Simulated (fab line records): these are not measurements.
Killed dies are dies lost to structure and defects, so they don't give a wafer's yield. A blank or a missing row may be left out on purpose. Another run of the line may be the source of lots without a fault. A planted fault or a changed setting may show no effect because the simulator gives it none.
fab line records | flow n5Finfet
[record] lots = 4 wafers = 12 lastDay = 19
route steps=1938 shown STI_FIN_REVEAL@187 DUMMY_GATE@212 BEOL_M4@1111 PASSIVATION@1936
lots untouched by any fault: they come from a run of this same line in which no faults occurred
startH: hours from the record's first day to the start of the lot's first wafer shown | waitH: hours elapsed since this lot's preceding step | " the same as in the row above | L1.1+2: a single row standing in for several wafers | - no value, or no start given | * or withheld: withheld | < > ~ a bound
route shown NAME@n: names a module that has steps shown in the file, with the first one's number in the route | usual: average and standard deviation across the fault-free wafers | same: alike in all rows | chamber/n: place in a boat | sites: readings site by site | _std_site: their standard deviation | _edge_site: the outer-site mean with the inner-site mean subtracted | radiusMm: for every site, how far away it sits from the centre of the wafer | mask NAME#n: copy n | behind: the tool/chamber that last shaped the wafer | hold: the reason the lot was held/the length of the hold in hours/how it ended | device: which transistor (n, p or np) failed to switch | end of line: the same wafers' tests at the end of the route | where a step has no rows: the recipe by itself | killed: count of dies lost to structure and defects at first sort (not the wafer's yield) | map: shows each die of a wafer: x if killed, . if not, _ if none is there
set.NAME: the setting the step ran with; set.NAME@STEP: the setting that earlier step ran with | model.NAME: the simulator's own value behind a step, which no gauge read
a table for each step, a row for each wafer; lots at some steps of the route
services: a tool's chamber out of use, with start hour (startH, from the record's first day; less than 0 if before it), hours out, and reason
[[steps]]
[step N5_STI_FIN_REVEAL_CMP_04]
[recipe] stopOn = Si3N4 tOverpolishS = 4 downForcePsi = 2 platenRpm = 54.18 postCmpClean = alkalineBrush padVelocityMS = 1.078 targetThkNm = 131.83
[step N5_STI_FIN_REVEAL_DENSIFY_30]
[recipe] tempC = * timeS = * ambient = N2 idleTempC = 600 rampUpCPerS = 150 rampDownCPerS = 60 coolToC = 600
[step N5_STI_FIN_REVEAL_ETCHBACK_08]
[recipe] chemistry = C4F6/O2 target = SiO2 targetDepthA = 305 timeS = 10.167 ionEnergyEv = 250 pressureMtorr = 30 sourceW = 345 biasW = 185 Ar_flow_sccm = 300 C4F6_flow_sccm = 10 O2_flow_sccm = 10
[step N5_STI_FIN_REVEAL_STRIP_24]
[recipe] chemistry = N2/H2 timeS = 90 powerW = 100 tempC = 40 pressureMtorr = 100 rfFrequencyHz = 6e+07 biasPowerW = 3 n2FlowSccm = 300 h2FlowSccm = 300
[step N5_STI_FIN_REVEAL_PRECLEAN_25]
[recipe] chemistry = SPM timeS = 90 tempC = 120 mix = 4:1
[step N5_STI_FIN_REVEAL_PRECLEAN_26]
[recipe] chemistry = SC1 timeS = 45 tempC = 46 mix = 1:2:100
[step N5_STI_FIN_REVEAL_PRECLEAN_29]
[recipe] chemistry = DHF timeS = 30 tempC = 25 dilution = 300:1
[step N5_STI_FIN_REVEAL_SRD_12]
[recipe] timeS = 30 tempC = 23 rinseLiquid = diw dry = ipaMarangoni
[step N5_STI_FIN_REVEAL_RECESS_09]
[recipe] chemistry = HF/NH3 target = SiO2 afsCycles = 11 targetDepthA = 425 tempC = 30 sublimationTempC = 180 sublimationTimeS = 60
[step N5_STI_FIN_REVEAL_STRIP_16]
[recipe] chemistry = H3PO4 material = SiNx tempC = 165 targetDepthA = 238 overetchFraction = 0.4964 dry = ipaMarangoni
[step N5_STI_FIN_REVEAL_PRECLEAN_17]
[recipe] chemistry = NF3:NH3 afsCycles = 1 tempC = 30 timeS = 20 sublimationTempC = 180 sublimationTimeS = 60 pressureTorr = 3 rfPowerW = 30
[step N5_STI_FIN_REVEAL_ETCH_34]
[recipe] chemistry = H2 mode = isotropic material = Si target = Si targetDepthA = 9.7 tempC = 20 pressureMtorr = 4.5 icpW = 300 biasW = 0 h2FlowSccm = 7.5 heFlowSccm = 142.5
[usual] drypumpMotorCurrentA = 5.9/0.43 oesProductAu = 0.997/0.017 throttleValvePct = 25.7/0.57
// columns lot.wafer tool chamber startH waitH drypumpMotorCurrentA oesProductAu rfHoursCounterH throttleValvePct
L738.1 rieSi-03 0 53.33 0.2 6.8 1.013 8 26.1
L738.4 " 2 " " 5.8 0.969 68 25.1
L738.5 " 3 " " 5.3 0.994 - 25.3
L745.2 rieSi-03 0 102.46 0.1 6.8 1.006 9 26.0
L745.4 " 3 " " 5.3 0.987 122 25.3
L745.6 " 0 " " 6.8 0.999 - 26.0
L746.1 rieSi-03 3 109.32 0.2 5.3 0.986 123 25.3
L746.4 " 1 " " 5.4 1.001 3 25.5
L746.5 " 0 " " 6.8 1.001 - 26.0
L750.3 rieSi-01 3 127.30 0.1 6.2 0.980 78 27.1
L750.4 " 1 " " 5.9 1.019 72 25.6
L750.6 " 3 " " 6.2 0.989 - 27.1
[step N5_STI_FIN_REVEAL_OXIDATION_31]
[recipe] chemistry = O2_PLASMA_REMOTE tempC = 150 timeS = 20 pressureMtorr = 1000 sourcePowerW = 2000 o2FlowSccm = 3000
[step N5_STI_FIN_REVEAL_PRECLEAN_32]
[recipe] chemistry = NF3:NH3 afsCycles = 1 tempC = 30 timeS = 20 sublimationTempC = 180 sublimationTimeS = 60 pressureTorr = 3 rfPowerW = 30
[step N5_STI_FIN_REVEAL_STRIP_35]
[recipe] chemistry = H3PO4 material = Si3N4 tempC = 165 targetDepthA = 40 timeS = 39
[step N5_STI_FIN_REVEAL_SRD_21]
[recipe] dry = ipaMarangoni timeS = 30 tempC = 23 rinseLiquid = diw
[step N5_STI_FIN_REVEAL_OXIDATION_33]
[recipe] chemistry = O2_PLASMA_REMOTE tempC = 150 timeS = 20 pressureMtorr = 1000 sourcePowerW = 2000 o2FlowSccm = 3000
[step N5_STI_FIN_REVEAL_CLEAN_19]
[recipe] chemistry = O3/DIW tempC = 25 timeS = 120 o3Ppm = 10
[step N5_STI_FIN_REVEAL_SRD_23]
[recipe] dry = ipaMarangoni timeS = 30 tempC = 23 rinseLiquid = diw
[step N5_STI_FIN_REVEAL_PRECLEAN_18]
[recipe] chemistry = SC2 timeS = 45 tempC = 35 mix = 1:1:50
[step N5_STI_FIN_REVEAL_SRD_28]
[recipe] dry = ipaMarangoni timeS = 30 tempC = 23 rinseLiquid = diw
[step N5_STI_FIN_REVEAL_INSPECT_13]
[recipe] inspectInstrument = darkfield mode = postClean
[usual] rawDefectCount = 11/4.8
// columns lot.wafer tool chamber startH waitH rawDefectCount
L738.1 defectInspect-01 - 54.06 0.0 9
L738.4 " - " " 12
L738.5 " - " " 12
L745.2 defectInspect-02 - 103.16 0.0 481
L745.4 " - " " 505
L745.6 " - " " 456
L746.1 defectInspect-02 - 110.01 0.0 501
L746.4 " - " " 501
L746.5 " - " " 499
L750.3 defectInspect-01 - 128.13 0.0 10
L750.4 " - " " 10
L750.6 " - " " 8
[step N5_DUMMY_GATE_PRECLEAN_00]
[recipe] chemistry = O3/DIW timeS = 60 tempC = 22 o3Ppm = 10
[step N5_BEOL_M4_RC_MEAS_101]
[usual] DIBL_N = 37.7/2 DIBL_P = 37.7/2.3 IOFF_N = 0.18/0.039 IOFF_P = 0.23/0.042 ION_N = 681/12 ION_P = 463/8 SS_N = 71.9/0.68 SS_P = 73.6/0.71 VT_N = 248/3.2 VT_P = -249/3.1
// columns lot.wafer tool chamber startH waitH DIBL_N[mV/V] DIBL_P[mV/V] IOFF_N[nA/um] IOFF_P[nA/um] ION_N[uA/um] ION_P[uA/um] SS_N[mV/dec] SS_P[mV/dec] VT_N[mV] VT_P[mV]
L738.1 prober-02 0 276.54 0.0 36.3 35.9 0.14 0.19 672 461 71.8 72.8 250 -253
L738.4 " 0 " " 39.9 39.0 0.21 0.22 679 451 72.2 73.2 248 -250
L738.5 " 0 " " 39.6 38.8 0.22 0.21 685 454 72.5 73.6 245 -251
L746.1 prober-01 0 317.17 0.0 39.6 39.1 0.22 0.26 696 469 72.3 73.6 241 -246
L746.4 " 0 " " 36.9 36.4 0.16 0.20 678 456 71.9 73.1 247 -251
L746.5 " 0 " " 38.7 39.5 0.19 0.25 696 475 71.7 74.1 246 -250
L745.2 prober-02 0 323.25 0.2 37.2 38.4 0.23 0.23 688 460 72.1 73.7 244 -251
L745.4 " 0 " " 32.6 33.4 0.13 0.17 686 460 70.9 72.3 247 -251
L745.6 " 0 " " 36.5 37.8 0.20 0.22 686 462 72.0 73.3 246 -248
L750.3 prober-01 0 345.19 0.3 37.6 36.5 0.16 0.22 693 475 71.9 73.1 250 -250
L750.4 " 0 " " 35.9 34.4 0.13 0.18 675 466 71.2 72.1 249 -254
L750.6 " 0 " " 38.6 37.3 0.16 0.22 673 465 72.0 74.1 249 -251
[step N5_PASSIVATION_PROBE_49]
[usual] defectLimitedYield = 91.1/1.4 killed_at_M0_to_M3 = 34/9.6 killed_at_M4_up = 15/5.3 killedAtContacts = 12/6.1 killedAtFrontEnd = 40/11 killedAtOther = 3.5/2.8 killedDies = 105/17 killedOnRim = 14/4.3 killedOpen = 70/12 killedShort = 34/7.7 sort_bin_5_function = 5.2/0.97 sort_bin_6_memory = 3.4/0.62 sortNPass = 1075/17 sortYieldPct = 91.1/1.4
[same] grossDies = 1180 killedAtBackSide = 0 sort_bin_4_leakage[%] = 0 sort_bin_8_speed[%] = 0
// columns lot.wafer tool chamber startH waitH defectLimitedYield[%] killed_at_M0_to_M3 killed_at_M4_up killedAtContacts killedAtFrontEnd killedAtOther killedDies killedOnRim killedOpen killedShort sort_bin_5_function[%] sort_bin_6_memory[%] sortNPass sortYieldPct[%]
L738.1 prober-01 - 392.26 0.0 90.9 40 21 19 27 0 107 13 74 32 5.7 3.0 1073 90.9
L738.4 prober-01 - 392.41 0.2 91.5 29 10 26 35 0 100 9 64 36 4.6 3.5 1080 91.5
L738.5 prober-01 - 392.46 0.2 89.1 46 22 12 49 0 129 16 78 50 6.9 3.8 1051 89.1
L746.1 prober-01 - 420.52 0.0 85.8 21 8 13 120 5 167 23 42 29 9.5 2.6 1013 85.8
L746.4 prober-01 - 420.67 0.2 81.7 36 15 6 156 3 216 20 61 31 11.7 3.5 964 81.7
L746.5 prober-01 - 420.72 0.2 84.1 22 19 7 138 2 188 43 68 25 9.9 3.4 992 84.1
L745.2 prober-01 - 435.78 0.1 84.4 29 13 10 128 4 184 36 63 27 9.7 3.8 996 84.4
L745.4 prober-01 - 435.88 0.2 84.7 31 15 5 127 3 181 26 54 26 10.2 3.4 999 84.7
L745.6 prober-01 - 435.98 0.3 86.2 40 6 4 111 2 163 24 57 18 8.6 3.6 1017 86.2
L750.3 prober-01 - 450.49 0.1 94.1 26 4 6 32 2 70 17 47 21 3.6 2.0 1110 94.1
L750.4 prober-01 - 450.54 0.2 91.4 22 13 7 54 6 102 17 65 31 4.7 3.5 1078 91.4
L750.6 prober-01 - 450.64 0.3 91.4 42 9 17 33 1 102 12 70 27 4.8 3.7 1078 91.4
// killed by level:class
L738.1 BEOL_M4:geometricParticle:open=16 MOL_CONTACT_COAG:geometricParticle:open=13 BEOL_M0_SAQP:geometricParticle:open=10 BEOL_M0_SAQP:geometricParticle:short=7 FIN_SAQP:geometricParticle:open=6 MOL_CONTACT_COAG:geometricParticle:short=6 BEOL_M1:geometricParticle:open=6 BEOL_M2:geometricParticle:open=6
L738.4 MOL_CONTACT_COAG:geometricParticle:open=18 STI_FIN_REVEAL:geometricParticle:open=12 BEOL_M3:geometricParticle:open=11 MOL_CONTACT_COAG:geometricParticle:short=8 BEOL_M0_SAQP:geometricParticle:short=8 FIN_SAQP:geometricParticle:open=4 FIN_SAQP:geometricParticle:short=4 BEOL_M0_SAQP:geometricParticle:open=4
L738.5 BEOL_M0_SAQP:geometricParticle:short=12 BEOL_M0_SAQP:geometricParticle:open=12 BEOL_M4:geometricParticle:open=12 STI_FIN_REVEAL:geometricParticle:open=11 MOL_CONTACT_COAG:geometricParticle:open=9 FIN_SAQP:geometricParticle:open=7 BEOL_M3:geometricParticle:open=6 STARTING-WAFER:geometricParticle:open=6
L746.1 STI_FIN_REVEAL:unspecified=96 MOL_CONTACT_COAG:geometricParticle:open=11 FIN_SAQP:geometricParticle:open=10 FIN_SAQP:geometricParticle:short=8 BEOL_M0_SAQP:geometricParticle:short=6 BEOL_M3:geometricParticle:open=5 BEOL_M2:geometricParticle:open=3 BEOL_M2:geometricParticle:short=3
L746.4 STI_FIN_REVEAL:unspecified=114 FIN_SAQP:geometricParticle:open=10 HKMG_FIN:areaEtch=10 FIN_SAQP:geometricParticle:short=9 BEOL_M1:geometricParticle:open=8 BEOL_M0_SAQP:geometricParticle:open=8 BEOL_M4:geometricParticle:open=6 BEOL_M3:geometricParticle:open=6
L746.5 STI_FIN_REVEAL:unspecified=85 BEOL_M4:geometricParticle:open=10 HKMG_FIN:areaEtch=10 BEOL_M3:geometricParticle:open=9 FIN_SAQP:geometricParticle:open=8 GATE_CUT:geometricParticle:short=8 DUMMY_GATE:geometricParticle:open=6 MOL_CONTACT_COAG:geometricParticle:open=6
L745.2 STI_FIN_REVEAL:unspecified=93 MOL_CONTACT_COAG:geometricParticle:open=8 BEOL_M2:geometricParticle:open=7 BEOL_M3:geometricParticle:open=7 BEOL_M5:geometricParticle:open=7 STARTING-WAFER:geometricParticle:open=6 FIN_SAQP:geometricParticle:short=5 DUMMY_GATE:geometricParticle:open=5
L745.4 STI_FIN_REVEAL:unspecified=101 BEOL_M2:geometricParticle:open=9 FIN_SAQP:geometricParticle:open=7 BEOL_M4:geometricParticle:open=6 FIN_SAQP:geometricParticle:short=5 DUMMY_GATE:geometricParticle:open=5 MOL_CONTACT_COAG:geometricParticle:open=5 BEOL_M0_SAQP:geometricParticle:short=5
L745.6 STI_FIN_REVEAL:unspecified=87 BEOL_M3:geometricParticle:open=12 BEOL_M2:geometricParticle:open=9 BEOL_M0_SAQP:geometricParticle:open=7 FIN_SAQP:geometricParticle:open=5 FIN_SAQP:geometricParticle:short=5 BEOL_M3:geometricParticle:short=5 STI_FIN_REVEAL:geometricParticle:open=4
L750.3 BEOL_M2:geometricParticle:open=7 FIN_SAQP:geometricParticle:short=7 DUMMY_GATE:geometricParticle:open=5 MOL_CONTACT_COAG:geometricParticle:open=5 STARTING-WAFER:geometricParticle:open=5 FIN_SAQP:geometricParticle:open=4 STI_FIN_REVEAL:geometricParticle:open=4 BEOL_M1:geometricParticle:open=4
L750.4 FIN_SAQP:geometricParticle:short=15 FIN_SAQP:geometricParticle:open=12 STI_FIN_REVEAL:geometricParticle:open=10 BEOL_M2:geometricParticle:open=8 BEOL_M4:geometricParticle:open=8 MOL_CONTACT_COAG:geometricParticle:open=6 BEOL_M1:geometricParticle:open=5 HKMG_FIN:areaEtch=5
L750.6 MOL_CONTACT_COAG:geometricParticle:open=16 BEOL_M1:geometricParticle:open=10 BEOL_M0_SAQP:geometricParticle:short=8 BEOL_M2:geometricParticle:open=8 FIN_SAQP:geometricParticle:open=7 BEOL_M3:geometricParticle:open=7 FIN_SAQP:geometricParticle:short=6 STI_FIN_REVEAL:geometricParticle:open=5
// map L745.2 (x killed, . not)
_________________xxxxxxxxxxxx________________
______________..xx.xxxxxxxxxxxxx_____________
___________.x....xxxxxxxxxxxxxxxx..__________
__________..x.....xxxxxxxxxxxxxxx..._________
________.........xxx.xxxxxxxxx..x....._______
_______...........xxxxxxxxxxxxxx.......______
______....x............xxxxxx..........._____
_____x...............x.x.xx.....x........____
____.................x.......x...x.....x..___
___x.................x.......x...x........x__
___......................x..x..............__
__.....x.......x...xx...................x..._
__................xx..x.........x..........._
_.................x...x......................
_.......x..x................x....xx.........x
_.....x..............x.......................
_x.x......x.............x....................
_..............x............................x
_.....x...............x....................x.
_...........xx........x.....x.x........x..x..
_.........................x..................
__.......x......................xx.........._
__...................x..x.......x.......x..x_
___..............x..................x......__
___.....x.............x..............x....x__
____.............................x.....x..___
_____......x....................x........____
______..................x...x..........._____
_______............x..x....x...x..x....______
________..x.........................x._______
__________....x...........x........._________
___________.x......x.....x....x....__________
______________x................x_____________
_________________x...x.......________________
// map L746.4 (x killed, . not)
_________________.......x...x________________
______________....x............._____________
___________..................x...x.__________
__________........xx........x......._________
________..........x..................._______
_______.................x......x....x..______
______x...x.........x...x..............._____
_____.......x..............xx............____
____..........x.x...............x..x......___
___.......x..xx........x..x............x...__
___.........................x....x....x...x__
__x........x....................x.x...x....._
__.........................................x_
_..........x....x...................x........
_........xx.....x.....x.x....................
_x...............x......x...x............x...
_.x.......x...x.......................x.x....
_.....x...x.xx...xx........x.................
_...x..x.x.xxxx.xx.............x.............
_....x..xxxxxxxxxx......x............x......x
_x......xxxxxxxxxxxx.x....................x..
__.x...xxxxxxxxxxxx..x......................_
__x.x....xxxxxxxxxxx.x...........xx........._
___.....xxxxxxxxxxxx........xx...xx........__
___....x.xxxxxxxxxxxx..x..................x__
____xx.xxxxxxxxxxx.x....................x.___
_____....xx.x..xxxx...............x......____
______x..x.xx.xx.x.x...................._____
_______x...x.x..x............x.x.......______
________...x..x..................xx.x._______
__________........x................._________
___________.........x.xx...xx.x....__________
______________..x.....x........._____________
_________________...........x________________
[[services]]
// columns tool chamber startH hours kind
rieSi-03 1 72.40 7.9 repair
[[key]]
[firstSign] step = N5_STI_FIN_REVEAL_INSPECT_13 reading = rawDefectCount direction = up sigmas = 99+ usual = 11 struck = 490
[effect] step = N5_PASSIVATION_PROBE_49 reading = killedAtFrontEnd direction = up sigmas = 8.4 usual = 40 struck = 130
[moreKillsBornAt] N5_STI_FIN_REVEAL_ETCH_34@rieSi-03 = 576
metAt N5_STI_FIN_REVEAL_ETCH_34
struckWafers L745.2,L745.4,L745.6,L746.1,L746.4,L746.5
[baselineLoss] step = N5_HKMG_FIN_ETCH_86 wafers = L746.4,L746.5
onsetBetween 53.33 102.46
[fault] kind = chamberParticleSource tool = rieSi-03 chamber = - onsetH = 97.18 steps = N5_STI_FIN_REVEAL_ETCH_34 ratePerVisitCm2 = 0.73104 endH = 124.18
// baselineLoss: these wafers lose ten dies or more at that step, a loss of the line's own and not of a fault; the sort's usual values leave them out
